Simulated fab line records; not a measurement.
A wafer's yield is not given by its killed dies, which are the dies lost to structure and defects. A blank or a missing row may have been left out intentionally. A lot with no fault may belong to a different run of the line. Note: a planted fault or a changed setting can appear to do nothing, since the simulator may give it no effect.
Chamber matching -- flow nand_harc -- rie_diel-06 running NHARC_P_BONDPAD_STRIP_15: 4 sister chambers
The step strips in O2. 8 wafers are shown with their chamber, then 9 later ones without.

== WAFERS WITH THEIR CHAMBER ==
wafer,chamber,showerhead_plenum_p_Torr (Torr),rf_vpp_V (V)
L077.6,3,3.35,57.8
L082.4,3,3.35,55.0
L082.5,0,3.43,57.9
L092.2,2,3.49,57.6
L092.5,1,3.70,58.4
L094.2,0,3.43,58.9
L094.5,2,3.48,58.3
L094.6,1,3.70,58.7

== WAFERS WITH NO CHAMBER GIVEN ==
wafer,showerhead_plenum_p_Torr (Torr),rf_vpp_V (V)
L095.3,3.43,56.5
L095.5,3.70,58.3
L095.6,3.43,58.1
L096.4,3.43,58.7
L096.5,3.70,58.0
L096.6,3.48,57.6
L097.3,3.70,59.2
L097.5,3.43,57.4
L097.6,3.70,58.1

== WHICH CHAMBER EACH ONE RAN IN ==
wafer,from the rows above,in truth
L095.3,0,0
L095.5,1,1
L095.6,0,0
L096.4,0,0
L096.5,1,1
L096.6,2,2
L097.3,1,1
L097.5,0,0
L097.6,1,1
9 of 9 placed correctly. Can't be placed from these rows: 0. Number placed wrongly: 0.
How it was worked out, from the rows above alone: a wafer's distance from a chamber is the root of the sum, over the readings, of the square of ((its reading less the chamber's mean) divided by the reading's scatter). The wafer belongs to the nearest chamber; if the next one is less than 2 further off, it can't be placed. Each chamber's mean is taken over the wafers shown for it. How the scatter is found: for the shown wafers, subtract from each reading the mean of its chamber, square and add these, divide the total by (wafers less chambers), then take the root.
